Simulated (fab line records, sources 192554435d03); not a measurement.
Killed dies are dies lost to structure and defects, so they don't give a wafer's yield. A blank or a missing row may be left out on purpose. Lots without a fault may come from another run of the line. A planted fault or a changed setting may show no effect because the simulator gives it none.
Problem report in the 8D (eight disciplines) form, filled by code | flow n5_finfet | the parts of the form that need people (team, actions taken, sign-off) are left out

1. THE PROBLEM
beam_energy_keV at N5_WELL_APT_IMPLANT_32 reads a mean of 56.674 on 6 wafers of 2 lots; wafers without a fault read 50.005 with a standard deviation of 0.014. That is +99 or more standard deviations from the usual mean.
First seen on wafer L604.2, day 3 15:37, on implanter-02. The record holds 42 wafers of 14 lots with a number at this step. Rule for "out", or "out of limits": more than 4 standard deviations from the usual mean. The other wafers with a number count as sound.

2. WHAT IT IS AND WHAT IT IS NOT
question                    | is                     | is not
which readings at this step | beam_energy_keV        | -
which lots                  | L604, L606             | L598, L599, L600, L601, L602, L605, L613, L615, L616, L617, L618, L619
which wafers of those lots  | all that have a number | -
read on which tools         | implanter-02           | implanter-01
when                        | from day 3 15:37       | up to then (15 sound wafers); but 21 sound wafers of L605, L613, L615, L616, L617, L618, L619 came after

3. SUSPECTS, AND WHAT RULES EACH OUT
Counting: a tool at a process step up to the reading stays a suspect if it ran every lot that is out and no sound lot after the first of them.
- implanter-02 at N5_WELL_APT_IMPLANT_32: ruled out as a lasting fault. Sound lots L617, L618 ran on it after its first lot that is out, L604 (day 3 15:37).
Left after counting: nothing in the record.

4. THE CAUSE (what the simulator had put in)
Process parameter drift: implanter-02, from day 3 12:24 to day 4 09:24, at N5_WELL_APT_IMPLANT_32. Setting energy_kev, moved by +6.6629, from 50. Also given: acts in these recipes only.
Counting ruled it out, wrongly.

5. THE CHAIN OF EFFECTS, in route order
Each row: a reading whose mean over the struck wafers that have a number lies more than 3 standard deviations from the usual. Only readings for which the record gives a usual standard deviation are gone through. hours: the time from each lot's start at the first step in this table that gives one to its start at this step, as a median over the lots. sigmas: the change in usual standard deviations.
hours | step                   | reading         | usual  | on struck wafers | change | sigmas
0     | N5_WELL_APT_IMPLANT_32 | beam_energy_keV | 50.005 | 56.674           | +6.669 | +99 or more
The process steps in it:
- N5_WELL_APT_IMPLANT_32
Later measuring or inspecting steps at which every struck wafer that the step has a row for has a number for every such reading, and none has moved that far: N5_WELL_APT_INSPECT_38.

6. WHAT WOULD HAVE CAUGHT IT SOONER
In this record the first reading out of limits was taken at day 3 15:37, 3 hours after the fault began at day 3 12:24.
